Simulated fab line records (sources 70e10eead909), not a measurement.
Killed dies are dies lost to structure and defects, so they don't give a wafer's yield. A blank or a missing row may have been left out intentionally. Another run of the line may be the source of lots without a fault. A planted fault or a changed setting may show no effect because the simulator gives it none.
Chamber matching	flow nandHarc	rieDiel-01 running NHARC_P_STI_DESCUM_14: 4 sister chambers
The step chemistry O2, time 3 s. 8 wafers are shown with their chamber, then 7 later ones without.

== WAFERS WITH THEIR CHAMBER ==
wafer	chamber	showerheadPlenumPTorr (Torr)	drypumpMotorCurrentA (A)
L710.2	2	1.99	5.7
L724.3	3	1.79	5.3
L724.5	1	1.93	5.3
L725.2	0	2.06	5.6
L725.3	1	1.93	5.3
L725.4	3	1.79	5.3
L726.1	0	2.05	5.6
L726.2	2	1.99	5.6

== WAFERS WITH NO CHAMBER GIVEN ==
wafer	showerheadPlenumPTorr (Torr)	drypumpMotorCurrentA (A)
L726.3	1.93	5.3
L727.2	1.93	5.4
L727.4	1.99	5.6
L727.5	1.99	5.7
L732.2	1.98	5.7
L732.4	1.93	5.3
L732.6	1.79	5.3

== WHICH CHAMBER EACH ONE RAN IN ==
wafer	from the rows above	in truth
L726.3	1	1
L727.2	1	1
L727.4	2	2
L727.5	2	2
L732.2	2	2
L732.4	1	1
L732.6	3	3
Correct placement for 7 of the 7. Not placeable from these rows: 0. 0 placed wrongly.
How it was worked out, from the rows above alone: a wafer's distance from a chamber is the root of the sum, over the readings, of the square of ((its reading less the chamber's mean) divided by the reading's scatter). The wafer belongs to the nearest chamber; if the next one is less than 2 further off, it can't be placed. A chamber's mean is the mean of its shown wafers. How the scatter is found: for the shown wafers, subtract from each reading the mean of its chamber, square and add these, divide the total by (wafers less chambers), then take the root.
